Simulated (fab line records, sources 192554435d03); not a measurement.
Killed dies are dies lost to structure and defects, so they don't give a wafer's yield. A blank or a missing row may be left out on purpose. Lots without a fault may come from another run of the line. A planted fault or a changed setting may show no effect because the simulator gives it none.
Which tool did it? | flow n5_finfet | 10 lots, 29 wafers sampled, at 6 steps of a route of 1938

WHAT THE GAUGES READ, wafer by wafer
N5_BEOL_M0_SAQP_OVL_MEAS_41.
lot  | measured     | on         | M0_CUT1_OVL (nm)
L927 | day 5 14:42  | overlay-02 | 0.4 -0.3
L929 | day 6 02:56  | overlay-01 | 1.0 0.5 0.8
L931 | day 6 17:07  | overlay-02 | 0.6 0.8 0.1
L934 | day 7 11:38  | overlay-01 | 0.5 0.2 0.1
L933 | day 7 17:26  | overlay-02 | 0.9 0.5 0.2
L935 | day 7 22:00  | overlay-01 | -0.2 -0.1 -0.3
L937 | day 8 08:40  | overlay-01 | 0.1 0.2 1.5
L938 | day 8 16:40  | overlay-02 | 0.2 -0.2 0.3
L944 | day 10 00:25 | overlay-02 | 0.3 -1.2 0.1
L950 | day 11 12:52 | overlay-02 | -0.8 -0.6 -0.3

N5_BEOL_M0_SAQP_INSPECT_42: inspects for defects (brightfield).
lot  | measured     | on                | raw_defect_count
L927 | day 5 14:44  | defect_inspect-01 | 232 273
L929 | day 6 02:59  | defect_inspect-01 | 307 388 276
L931 | day 6 17:10  | defect_inspect-02 | 328 220 213
L934 | day 7 11:41  | defect_inspect-01 | 294 305 383
L933 | day 7 17:29  | defect_inspect-02 | 624 383 371
L935 | day 7 22:04  | defect_inspect-01 | 272 299 315
L937 | day 8 08:44  | defect_inspect-01 | 232 433 294
L938 | day 8 16:43  | defect_inspect-02 | 228 207 220
L944 | day 10 00:28 | defect_inspect-02 | 271 262 289
L950 | day 11 12:55 | defect_inspect-02 | 421 317 407

N5_BEOL_M0_CUTY_CD_MEAS_57: target cd 200 nm.
lot  | measured     | on        | cd_nm (nm)
L927 | day 5 16:04  | cd_sem-02 | 200.1 200.6
L929 | day 6 04:24  | cd_sem-03 | 200.4 200.6 200.6
L931 | day 6 18:32  | cd_sem-01 | 200.6 200.9 200.2
L934 | day 7 13:28  | cd_sem-03 | 201.0 201.5 200.6
L933 | day 7 18:49  | cd_sem-01 | 199.8 199.8 201.1
L935 | day 7 23:23  | cd_sem-03 | 199.2 200.7 200.1
L937 | day 8 10:15  | cd_sem-03 | 200.1 199.2 201.2
L938 | day 8 18:25  | cd_sem-02 | 200.9 201.0 199.0
L944 | day 10 01:48 | cd_sem-02 | 146.2 187.6 148.5
L950 | day 11 14:17 | cd_sem-02 | 202.6 200.9 202.6

N5_BEOL_M0_CUTY_OVL_MEAS_58.
lot  | measured     | on         | M0_ABLK_OVL (nm)
L927 | day 5 16:06  | overlay-02 | 1.0 -0.1
L929 | day 6 04:25  | overlay-02 | 0.0 0.2 1.0
L931 | day 6 18:34  | overlay-01 | -0.2 -0.7 -0.2
L934 | day 7 13:30  | overlay-01 | 0.3 -0.5 -0.6
L933 | day 7 18:51  | overlay-01 | -0.1 -0.4 -0.8
L935 | day 7 23:25  | overlay-02 | 0.5 -0.6 -0.2
L937 | day 8 10:17  | overlay-02 | 0.4 -0.3 1.4
L938 | day 8 18:26  | overlay-01 | 0.5 0.5 1.3
L944 | day 10 01:49 | overlay-02 | -1.4 -0.3 -0.1
L950 | day 11 14:19 | overlay-01 | -0.3 0.9 -0.9

N5_BEOL_M4_RC_MEAS_101.
lot  | measured     | on        | DIBL_N (mV/V)  | DIBL_P (mV/V) | IOFF_N (nA/um) | IOFF_P (nA/um) | ION_N (uA/um) | ION_P (uA/um) | SS_N (mV/dec)  | SS_P (mV/dec)  | VT_N (mV)   | VT_P (mV)
L927 | day 9 09:12  | prober-02 | 36.6 37.9      | 37 39         | 0.17 0.20      | 0.21 0.26      | 683 692       | 459 472       | 71.8 72.5      | 73.2 74.2      | 249 248     | -250 -248
L929 | day 9 16:25  | prober-02 | 37.8 31.4 38.4 | 36 29 35      | 0.17 0.09 0.17 | 0.22 0.13 0.19 | 690 667 676   | 469 461 463   | 71.1 70.0 71.7 | 73.6 71.8 72.9 | 249 255 253 | -248 -257 -249
L931 | day 10 15:59 | prober-01 | 41.4 34.6 33.7 | 40 34 32      | 0.26 0.13 0.11 | 0.23 0.16 0.14 | 679 680 660   | 461 467 451   | 74.1 71.1 70.6 | 74.1 72.8 72.3 | 248 254 255 | -252 -253 -256
L934 | day 10 19:55 | prober-01 | 33.5 36.6 35.9 | 33 37 36      | 0.12 0.17 0.15 | 0.16 0.22 0.19 | 688 677 699   | 473 462 472   | 70.3 72.3 71.2 | 72.1 73.1 72.9 | 253 247 251 | -253 -251 -251
L933 | day 11 07:46 | prober-02 | 36.1 34.7 37.5 | 38 37 40      | 0.14 0.13 0.17 | 0.17 0.16 0.21 | 685 680 683   | 462 460 468   | 72.3 70.9 72.2 | 73.4 73.3 73.8 | 253 252 250 | -256 -254 -252
L935 | day 11 22:55 | prober-02 | 35.9 34.8 37.7 | 37 35 39      | 0.15 0.13 0.19 | 0.20 0.18 0.26 | 668 675 677   | 463 457 469   | 72.0 71.6 72.3 | 72.9 72.4 73.9 | 251 251 247 | -251 -252 -247
L937 | day 12 02:23 | prober-02 | 36.7 36.9 33.7 | 35 36 34      | 0.16 0.16 0.12 | 0.22 0.22 0.19 | 694 689 669   | 474 472 471   | 71.3 72.2 71.1 | 73.3 73.1 72.6 | 246 250 254 | -247 -249 -251
L938 | day 12 06:24 | prober-02 | 39.0 34.0 33.2 | 35 30 29      | 0.18 0.10 0.10 | 0.17 0.12 0.11 | 661 657 666   | 443 450 447   | 73.2 70.7 70.3 | 73.4 72.7 71.5 | 254 258 260 | -253 -259 -262
L944 | day 13 19:37 | prober-01 | 36.5           | 36            | 0.13           | 0.18           | 673           | 463           | 71.2           | 73.1           | 254         | -251
L950 | day 14 08:28 | prober-02 | 33.5 37.8 37.6 | 32 38 38      | 0.12 0.20 0.18 | 0.16 0.27 0.26 | 678 695 696   | 463 481 482   | 70.9 72.0 71.1 | 72.3 74.1 73.7 | 252 245 247 | -254 -243 -245

WHICH TOOL RAN EACH LOT (tool, then ch and the chambers of the sampled wafers, then the start)
lot  | N5_BEOL_M0_CUTY_EXPOSE_54
L927 | arfi_scanner-01 ch 0, day 5 15:58
L929 | arfi_scanner-01 ch 0, day 6 04:17
L931 | arfi_scanner-01 ch 0, day 6 18:25
L934 | arfi_scanner-01 ch 0, day 7 13:20
L933 | arfi_scanner-02 ch 0, day 7 18:42
L935 | arfi_scanner-03 ch 0, day 7 23:16
L937 | arfi_scanner-01 ch 0, day 8 10:08
L938 | arfi_scanner-02 ch 0, day 8 18:17
L944 | arfi_scanner-02 ch 0, day 10 01:41
L950 | arfi_scanner-01 ch 0, day 11 14:10
- N5_BEOL_M0_CUTY_EXPOSE_54: exposes mask M0 ABLK.

WHAT THE TOOLS THEMSELVES READ (means of the sampled wafers that have a number; where no wafer has one, the mark that the record gives instead)
N5_BEOL_M0_CUTY_EXPOSE_54.
lot  | tool            | exposure_dose_mJ_cm2
L927 | arfi_scanner-01 | 35.98
L929 | arfi_scanner-01 | 35.99
L931 | arfi_scanner-01 | 35.92
L934 | arfi_scanner-01 | 35.96
L933 | arfi_scanner-02 | 36.07
L935 | arfi_scanner-03 | 35.97
L937 | arfi_scanner-01 | 35.98
L938 | arfi_scanner-02 | 36.00
L944 | arfi_scanner-02 | 32.39
L950 | arfi_scanner-01 | 36.01

THE ANSWER, worked out from the rows above alone
Rule: what is usual is taken from the lots themselves. Put in order of their means at a reading, lots are off if they are a third of the lots or fewer, leave a main group of 4 or more, and stand apart from it by a gap of 3 or more times the standard deviation of the main group's means; of several such gaps the widest counts. A main group whose means are all the same, to the digits that the tables above print for the reading, isn't used. A lot without any number at a reading at which 4 lots or more have one is off too. The other lots that the step has rows for count as sound. The gauges are gone through in route order, then the tools' own readings, and for those a lot's mean is taken as printed above. The first step at which some lot is off is used, and at that step the reading that is off furthest; a lot without a number counts as furthest.
Off: L944, at N5_BEOL_M0_CUTY_CD_MEAS_57 (cd_nm). The main group: mean 200.6 nm, standard deviation 0.58.
A tool fits if, at a process step before that reading, it ran every lot that is off, and no sound lot after the first of them. The gauges at N5_BEOL_M0_CUTY_CD_MEAS_57 aren't tried: what is off there is off at N5_BEOL_M0_CUTY_EXPOSE_54 too, on other tools, and a gauge's error can't cause that. One fits: arfi_scanner-02 at N5_BEOL_M0_CUTY_EXPOSE_54. Its last sound lot is L938 (day 8 18:17), its first lot that is off L944 (day 10 01:41): a fault that began between those two fits.
The tool's own readings at N5_BEOL_M0_CUTY_EXPOSE_54 bear it out: on the lots that are off they differ by more than 5 times the standard deviation of the sound lots' means. exposure_dose_mJ_cm2 reads 32.39 there against 35.99 on the sound lots.

WHAT THE SIMULATOR HAD PUT IN
Process parameter drift: arfi_scanner-02, from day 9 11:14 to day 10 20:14, at N5_BEOL_M0_CUTY_EXPOSE_54. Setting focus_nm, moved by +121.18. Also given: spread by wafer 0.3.
Lots struck among those shown: L944. The rule above found the same.
